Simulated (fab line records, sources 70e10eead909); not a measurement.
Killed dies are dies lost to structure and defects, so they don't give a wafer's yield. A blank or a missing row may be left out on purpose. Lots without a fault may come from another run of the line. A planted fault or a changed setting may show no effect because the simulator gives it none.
fab line records | flow nand_harc
record lots=12 wafers=36 last_day=33
route steps=1302 shown A_M1@1184 THIN_TSV@1270 END@1302
lots that met no fault: from a run of the same line without faults
start_h: hours from the record's first day to the start of the lot's first wafer shown | wait_h: hours since the lot's step before | " the same as in the row above | L1.1+2: a row that stands for several wafers | - no value, or no start given | * or withheld: withheld | < > ~ a bound
route shown NAME@n: a module of which the file shows steps, and the number in the route of the first | usual: mean/standard deviation of fault-free wafers | same: alike in all rows | chamber/n: place in a boat | sites: the reading at each site | _std_site: their standard deviation | _edge_site: outer sites' mean less inner sites' | radius_mm: how far each site lies from the wafer's centre | mask NAME#n: copy n | behind: the tool/chamber that last shaped the wafer | hold: why the lot was held/for how many hours/how that ended | device: the transistor (n, p or np) that didn't switch | end of line: the same wafers' tests at the end of the route | a step without rows: its recipe alone | killed: dies lost to structure and defects at the first sort, not the wafer's yield | map: a wafer's dies, x killed, . not, _ none there
set.NAME: the setting as run; set.NAME@STEP: as run at that earlier step | model.NAME: the simulator's own value behind a step, which no gauge read
steps of the route over a sample of lots; a table a step, a row a wafer
services: from which hour (start_h, from the record's first day; less than 0 if before it) a tool's chamber was out of use, for how many hours, and why
## steps
# step NHARC_A_M1_ETCH_15
# recipe target_depth_a=1825 time_s=91.2 c4f8_flow_sccm=withheld ar_flow_sccm=400 rf_w=600 bias_w=300 chemistry=C4F8/Ar
# usual oes_product_au=0.947/0.022 rf_vpp_V=440.0/2.7
# same time_s=91.2
# columns lot.wafer tool chamber start_h wait_h oes_product_au rf_hours_counter_h rf_vpp_V
L134.4 rie_diel-07 2 555.13 - 0.913 4.0 439.5
L134.3 " 1 " " 0.919 4.0 441.8
L134.5 " 3 " " 0.934 - 437.2
L136.4 rie_diel-07 2 596.97 - 0.918 5.4 438.0
L136.1 " 0 " " 0.920 6.2 444.0
L136.6 " 2 " " 0.922 - 438.3
L138.3 rie_diel-01 2 600.89 - 0.961 0.4 440.7
L138.1 " 3 " " 0.959 0.4 438.3
L138.2 " 0 " " 0.972 0.4 441.2
L137.2 rie_diel-07 2 603.25 - 0.927 6.2 437.3
L137.4 " 3 " " 0.929 6.8 435.3
L137.6 " 1 " " 0.928 - 442.1
L139.1 rie_diel-01 2 605.09 - 0.972 0.6 441.9
L139.3 " 0 " " 0.970 0.5 440.4
L139.6 " 2 " " 0.978 - 442.9
L143.2 rie_diel-07 0 624.54 - 0.940 8.6 444.2
L143.1 " 1 " " 0.968 7.3 444.2
L143.5 " 3 " " 0.945 - 437.9
L141.2 rie_diel-07 2 633.64 - 0.964 7.4 437.5
L141.6 " 1 " " 0.968 - 441.9
L141.5 " 2 " " 0.962 - 438.2
L149.1 rie_diel-07 2 720.40 - 0.945 3.9 438.8
L149.6 " 1 " " 0.960 - 442.1
L149.5 " 2 " " 0.945 - 439.3
L148.2 rie_diel-07 2 723.30 - 0.982 4.0 438.2
L148.4 " 3 " " 0.975 3.7 437.1
L148.5 " 2 " " 0.970 - 437.1
L151.2 rie_diel-13 3 737.28 - 0.961 1.3 443.6
L151.1 " 0 " " 0.963 1.0 440.5
L151.5 " 1 " " 0.959 - 435.6
L154.1 rie_diel-13 3 747.53 - 0.972 1.4 445.0
L154.3 " 0 " " 0.973 1.2 440.1
L154.6 " 3 " " 0.960 - 443.3
L153.3 rie_diel-07 3 751.36 - 0.983 6.5 434.4
L153.5 " 3 " " 0.981 - 435.3
L153.6 " 0 " " 0.997 - 443.7
# step NHARC_THIN_TSV_DEGAS_49
# recipe temp_c=300 time_s=120
# usual heater_power_w=461/44
# same time_s=120
# columns lot.wafer tool chamber start_h wait_h heater_power_w
L134.3 pvd_sputter-01 - 578.24 0.1 413
L134.4 " - " " 454
L134.5 " - " " 411
L136.4 pvd_sputter-02 - 620.50 0.1 395
L136.1 " - " " 469
L136.6 " - " " 505
L138.3 pvd_sputter-02 - 621.69 0.1 426
L138.1 " - " " 398
L138.2 " - " " 464
L137.2 pvd_sputter-03 - 628.41 0.1 504
L137.4 " - " " 461
L137.6 " - " " 513
L139.3 pvd_sputter-03 - 629.44 0.1 430
L139.1 " - " " 510
L139.6 " - " " 552
L143.1 pvd_sputter-01 - 649.85 0.1 472
L143.2 " - " " 413
L143.5 " - " " 411
L141.2 pvd_sputter-01 - 656.77 0.1 480
L141.6 " - " " 420
L141.5 " - " " 486
L149.1 pvd_sputter-02 - 749.47 0.2 461
L149.6 " - " " 507
L149.5 " - " " 410
L148.4 pvd_sputter-01 - 750.66 0.1 421
L148.2 " - " " 472
L148.5 " - " " 420
L151.2 pvd_sputter-03 - 761.67 0.2 459
L151.1 " - " " 428
L151.5 " - " " 505
L154.1 pvd_sputter-03 - 769.83 0.2 462
L154.3 " - " " 434
L154.6 " - " " 499
L153.3 pvd_sputter-03 - 774.20 0.1 558
L153.5 " - " " 445
L153.6 " - " " 560
# step NHARC_THIN_TSV_PRE_CLEAN_50
# recipe time_s=30 temp_c=280 gas=H2/He
# usual heater_power_w=407/40
# same time_s=30
# columns lot.wafer tool chamber start_h wait_h heater_power_w
L134.4 pvd_sputter-01 - - - 391
L134.3 " - " " 373
L134.5 " - " " 414
L136.4 pvd_sputter-02 - - - 403
L136.1 " - " " 343
L136.6 " - " " 407
L138.3 pvd_sputter-02 - - - 410
L138.1 " - " " 390
L138.2 " - " " 345
L137.2 pvd_sputter-03 - - - 366
L137.4 " - " " 396
L137.6 " - " " 485
L139.3 pvd_sputter-03 - - - 392
L139.1 " - " " 448
L139.6 " - " " 491
L143.1 pvd_sputter-01 - - - 418
L143.2 " - " " 358
L143.5 " - " " 418
L141.2 pvd_sputter-01 - - - 414
L141.6 " - " " 397
L141.5 " - " " 422
L149.1 pvd_sputter-02 - - - 399
L149.5 " - " " 352
L149.6 " - " " 408
L148.2 pvd_sputter-01 - - - 423
L148.4 " - " " 370
L148.5 " - " " 434
L151.2 pvd_sputter-03 - - - 386
L151.1 " - " " 437
L151.5 " - " " 393
L154.1 pvd_sputter-03 - - - 439
L154.3 " - " " 502
L154.6 " - " " 442
L153.3 pvd_sputter-03 - - - 448
L153.5 " - " " 395
L153.6 " - " " 505
# step NHARC_THIN_TSV_CMP_21
# recipe t_overpolish_s=30 target_thk_nm=2000
# usual motor_current_A=12.3/1 overpolish_run_s=30.002/0.0093 slurry_filter_dp_kPa=13.50/0.13
# columns lot.wafer tool chamber start_h wait_h motor_current_A overpolish_run_s slurry_filter_dp_kPa
L134.3 cmp-03 2 579.75 - 12.1 29.996 13.78
L134.4 " 1 " " 12.4 30.000 13.65
L134.5 " 3 " " 11.0 30.011 13.49
L136.4 cmp-01 0 622.37 - 11.5 30.014 13.40
L136.1 " 1 " " 12.3 29.998 13.53
L136.6 " 3 " " 13.6 29.996 13.71
L138.1 cmp-03 2 623.54 - 12.5 30.023 13.58
L138.3 " 3 " " 10.9 29.998 13.49
L138.2 " 0 " " 13.2 29.987 13.64
L137.4 cmp-01 0 630.01 - 11.2 30.003 13.55
L137.2 " 1 " " 12.3 29.997 13.63
L137.6 " 2 " " 12.9 30.008 13.57
L139.1 cmp-01 0 630.94 - 11.0 29.995 13.57
L139.3 " 2 " " 13.8 29.991 13.64
L139.6 " 1 " " 12.4 29.986 13.29
L143.2 cmp-02 0 651.38 - 12.9 29.998 13.24
L143.1 " 2 " " 13.0 29.986 13.27
L143.5 " 0 " " 12.7 30.011 13.44
L141.2 cmp-01 3 658.32 - 13.8 30.017 13.36
L141.5 " 2 " " 13.1 30.001 13.66
L141.6 " 3 " " 14.0 29.998 13.54
L149.1 cmp-03 1 751.05 - 12.3 29.991 13.43
L149.5 " 2 " " 12.1 29.994 13.39
L149.6 " 3 " " 11.3 30.005 13.60
L148.2 cmp-03 2 752.18 - 12.4 29.998 13.46
L148.4 " 0 " " 13.5 30.003 13.61
L148.5 " 2 " " 12.0 29.990 13.56
L151.2 cmp-03 3 763.26 - 11.1 30.004 13.74
L151.1 " 0 " " 12.8 30.020 13.50
L151.5 " 3 " " 10.3 30.011 13.47
L154.1 cmp-03 0 771.37 - 14.5 29.998 13.36
L154.3 " 3 " " 10.4 29.999 13.52
L154.6 " 0 " " 13.6 30.002 13.42
L153.3 cmp-03 3 775.72 - 10.6 30.000 13.49
L153.5 " 3 " " 10.3 29.988 13.39
L153.6 " 0 " " 12.9 30.025 13.44
# step NHARC_END_SORT_01
# recipe temp_c=25
# usual defect_limited_yield=91.6/2.8 killed_at_array=53/19 killed_at_other=0.8/1.2 killed_at_periphery=3.7/2.3 killed_dies=57/19 killed_open=3.2/1.7 killed_short=2.6/1.8 sort_bin_2_pct=3.0/1.2 sort_bin_3_pct=0.7/0.4 sort_bin_4_pct=4.8/1.5 sort_n_pass=620/19 sort_rim_yield_pct=90/4.8 sort_yield_pct=91.6/2.8
# same gross_dies=677 sort_bin_5_pct[%]=0 sort_bin_6_pct[%]=0 sort_bin_7_pct[%]=0 sort_bin_8_pct[%]=0 sort_rim_n_gross=106.00
# columns lot.wafer tool chamber start_h wait_h defect_limited_yield[%] killed_at_array killed_at_other killed_at_periphery killed_dies killed_open killed_short sort_bin_2_pct[%] sort_bin_3_pct[%] sort_bin_4_pct[%] sort_n_pass sort_rim_yield_pct[%] sort_yield_pct[%]
L141.2 prober-02 0 670.82 2.8 79.8 133 0 4 137 1 5 10.2 2.2 7.8 540 90 79.8
L141.5 prober-02 0 673.25 3.7 77.4 149 0 4 153 2 1 9.5 2.8 10.3 524 90 77.4
L141.6 prober-02 0 674.06 4.0 79.0 140 1 1 142 6 1 8.0 3.1 9.9 535 82 79.0
L148.2 prober-02 0 767.07 2.8 93.1 41 0 6 47 4 1 3.4 0.7 2.8 630 88 93.1
L148.4 prober-02 0 768.71 3.5 95.1 29 0 4 33 3 0 1.6 0.6 2.7 644 88 95.1
L148.5 prober-02 0 769.52 3.8 92.8 40 2 7 49 1 4 2.1 0.6 4.6 628 92 92.8
# killed by level:class
L141.2 A_M1:unspecified=60 A_SLIT:chamber_film_flake=23 A_CHANNEL_HOLE_D1:chamber_film_flake=16 A_CONTACT:chamber_film_flake=14 A_CHANNEL_HOLE_D2:chamber_film_flake=10 A_DECK1_JOINT:geometric_particle:short=2 P_M1:chamber_film_flake=2 A_CHANNEL_FILL_D2:chamber_film_flake=2
L141.5 A_M1:unspecified=62 A_CHANNEL_HOLE_D1:chamber_film_flake=35 A_SLIT:chamber_film_flake=22 A_CHANNEL_HOLE_D2:chamber_film_flake=14 A_CONTACT:chamber_film_flake=11 P_STI:chamber_film_flake=2 P_GATE:geometric_particle:short=1 A_ONON_D1:geometric_particle:open=1
L141.6 A_M1:unspecified=73 A_SLIT:chamber_film_flake=22 A_CHANNEL_HOLE_D1:chamber_film_flake=16 A_CHANNEL_HOLE_D2:chamber_film_flake=14 A_CONTACT:chamber_film_flake=7 A_DECK1_JOINT:geometric_particle:open=2 A_CONTACT:geometric_particle:open=2 A_CHANNEL_FILL_D1:geometric_particle:open=1
L148.2 A_CHANNEL_HOLE_D1:chamber_film_flake=17 A_CONTACT:chamber_film_flake=10 A_SLIT:chamber_film_flake=5 A_STAIRCASE:chamber_film_flake=4 A_M0:geometric_particle:open=2 P_BONDPAD:chamber_film_flake=2 P_CONTACT:geometric_particle:open=1 A_ONON_D2:geometric_particle:open=1
L148.4 A_CHANNEL_HOLE_D1:chamber_film_flake=12 A_CONTACT:chamber_film_flake=9 P_STI:chamber_film_flake=2 A_SLIT:chamber_film_flake=2 A_STAIRCASE:chamber_film_flake=2 A_WL_FILL:chamber_film_flake=2 P_GATE:geometric_particle:open=1 P_M0:geometric_particle:open=1
L148.5 A_CHANNEL_HOLE_D1:chamber_film_flake=16 A_CONTACT:chamber_film_flake=9 A_STAIRCASE:chamber_film_flake=7 P_BONDPAD:chamber_film_flake=4 A_SLIT:chamber_film_flake=4 P_STI:chamber_film_flake=2 P_M1:geometric_particle:short=1 A_ONON_D2:geometric_particle:open=1
## services
# columns tool chamber start_h hours kind
rie_diel-07 - 547.83 2.2 repair
cmp-03 - 557.57 4.0 pm
pvd_sputter-02 - 559.35 4.8 repair
cmp-03 - 567.55 0.5 repair
cmp-01 - 577.68 4.0 pm
pvd_sputter-01 - 582.00 10.0 pm
cmp-03 - 589.68 6.2 repair
pvd_sputter-01 - 599.31 5.2 repair
rie_diel-07 1 609.79 6.0 repair
cmp-03 - 612.66 0.2 repair
pvd_sputter-03 - 622.75 2.2 repair
pvd_sputter-02 - 638.00 10.0 pm
rie_diel-07 - 648.20 9.0 pm
cmp-03 - 655.57 4.0 pm
pvd_sputter-03 - 670.08 3.7 repair
cmp-01 - 672.33 1.6 repair
cmp-03 - 681.67 0.6 repair
cmp-03 - 688.73 3.7 repair
pvd_sputter-03 - 704.18 10.0 pm
rie_diel-07 - 712.29 2.6 repair
rie_diel-07 0 724.50 14.5 repair
pvd_sputter-01 - 733.25 1.5 repair
cmp-03 - 753.57 4.0 pm
pvd_sputter-01 - 760.00 10.0 pm
## key
first_sign step=NHARC_END_SORT_01 reading=killed_at_array direction=up sigmas=4.6 usual=53 struck=141
effect step=NHARC_END_SORT_01 reading=defect_limited_yield direction=down sigmas=4.5 usual=91.6 struck=78.7
more_kills_born_at NHARC_A_M1_ETCH_15@rie_diel-07=195
met_at NHARC_A_M1_ETCH_15
struck_lots L141
not_acting_at NHARC_THIN_TSV_DEGAS_49,NHARC_THIN_TSV_PRE_CLEAN_50,NHARC_THIN_TSV_CMP_21
onset_between 624.54 633.64
fault kind=chamber_particle_source tool=rie_diel-07 chamber=- onset_h=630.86 steps=NHARC_A_M1_ETCH_15 rate_per_visit_cm2=0.44306 end_h=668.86
